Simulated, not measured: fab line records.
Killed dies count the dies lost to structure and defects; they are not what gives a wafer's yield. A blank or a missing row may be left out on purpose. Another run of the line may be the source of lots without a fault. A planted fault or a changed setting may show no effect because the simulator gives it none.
Matching of chambers + flow nand-harc + 4 sister chambers for NHARC_P_BONDPAD_DESCUM_11 on rie-diel-03
The step chemistry O2, time 3 s. 20 wafers are shown with their chamber, then 10 later ones without.

WAFERS, EACH WITH ITS CHAMBER
| wafer  | chamber | drypump-motor-current-A (A) | rf-vpp-V (V) | oes-product-au (a.u.) |
|--------|---------|-----------------------------|--------------|-----------------------|
| L074.2 | 3       | 6.0                         | 57.6         | 1.002                 |
| L074.5 | 2       | 5.4                         | 57.5         | 1.012                 |
| L074.6 | 1       | 5.9                         | 58.5         | 1.002                 |
| L076.1 | 2       | 5.4                         | 57.9         | 1.019                 |
| L076.2 | 3       | 6.0                         | 56.5         | 1.008                 |
| L076.6 | 2       | 5.4                         | 56.5         | 1.011                 |
| L078.2 | 2       | 5.4                         | 58.0         | 1.007                 |
| L078.3 | 0       | 5.0                         | 57.7         | 1.008                 |
| L078.6 | 2       | 5.4                         | 57.8         | 1.016                 |
| L079.3 | 0       | 5.0                         | 57.0         | 1.014                 |
| L079.4 | 3       | 6.0                         | 57.0         | 0.997                 |
| L079.5 | 1       | 5.9                         | 58.1         | 1.002                 |
| L080.1 | 0       | 5.0                         | 58.4         | 1.000                 |
| L080.3 | 2       | 5.4                         | 57.6         | 1.012                 |
| L080.5 | 3       | 6.0                         | 58.1         | 0.988                 |
| L082.1 | 0       | 5.0                         | 58.5         | 1.016                 |
| L082.2 | 1       | 5.8                         | 59.0         | 1.011                 |
| L082.4 | 3       | 6.0                         | 57.9         | 1.003                 |
| L086.1 | 0       | 5.0                         | 57.0         | 0.996                 |
| L086.3 | 1       | 5.8                         | 59.0         | 1.024                 |

SIGNATURES (averages over the wafers above)
| reading                 | chamber 0 | chamber 1 | chamber 2 | chamber 3 | scatter within a chamber |
|-------------------------|-----------|-----------|-----------|-----------|--------------------------|
| drypump-motor-current-A | 5.000     | 5.850     | 5.400     | 6.000     | 0.025                    |
| rf-vpp-V                | 57.720    | 58.650    | 57.550    | 57.420    | 0.608                    |
| oes-product-au          | 1.00680   | 1.00975   | 1.01283   | 0.99960   | 0.00767                  |
Rule: for a wafer and a chamber, the distance is found by dividing, reading by reading, the gap between the wafer's reading and the chamber's mean by the reading's scatter, squaring, summing and taking the root. If the next closest chamber is less than 2 further off than the closest, the wafer can't be placed; otherwise it belongs to the closest. The scatter: the root of (the sum of the squares of (reading less its chamber's mean) over the shown wafers, divided by (wafers less chambers)).

WAFERS WITH NO CHAMBER GIVEN
| wafer  | drypump-motor-current-A (A) | rf-vpp-V (V) | oes-product-au (a.u.) |
|--------|-----------------------------|--------------|-----------------------|
| L086.5 | 5.4                         | 57.4         | 1.014                 |
| L087.1 | 5.9                         | 57.2         | 0.995                 |
| L087.4 | 5.9                         | 58.0         | 1.010                 |
| L087.6 | 5.9                         | 56.8         | 1.008                 |
| L090.1 | 5.0                         | 60.3         | 1.000                 |
| L090.3 | 5.9                         | 58.3         | 1.002                 |
| L090.6 | 5.0                         | 58.8         | 0.996                 |
| L093.3 | 5.9                         | 57.2         | 1.003                 |
| L093.5 | 5.9                         | 56.8         | 0.999                 |
| L093.6 | 5.4                         | 56.1         | 0.995                 |

WHICH CHAMBER EACH WENT THROUGH
| wafer  | from the rows above     | in truth |
|--------|-------------------------|----------|
| L086.5 | 2                       | 2        |
| L087.1 | can't be placed: 1 or 3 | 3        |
| L087.4 | 1                       | 1        |
| L087.6 | can't be placed: 1 or 3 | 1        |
| L090.1 | 0                       | 0        |
| L090.3 | can't be placed: 1 or 3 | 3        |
| L090.6 | 0                       | 0        |
| L093.3 | can't be placed: 1 or 3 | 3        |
| L093.5 | can't be placed: 1 or 3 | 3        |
| L093.6 | 2                       | 2        |
5 of 10 placed correctly. From these rows, 5 cannot be placed; in 5 the true chamber is one of the candidates. Placed wrongly: 0.
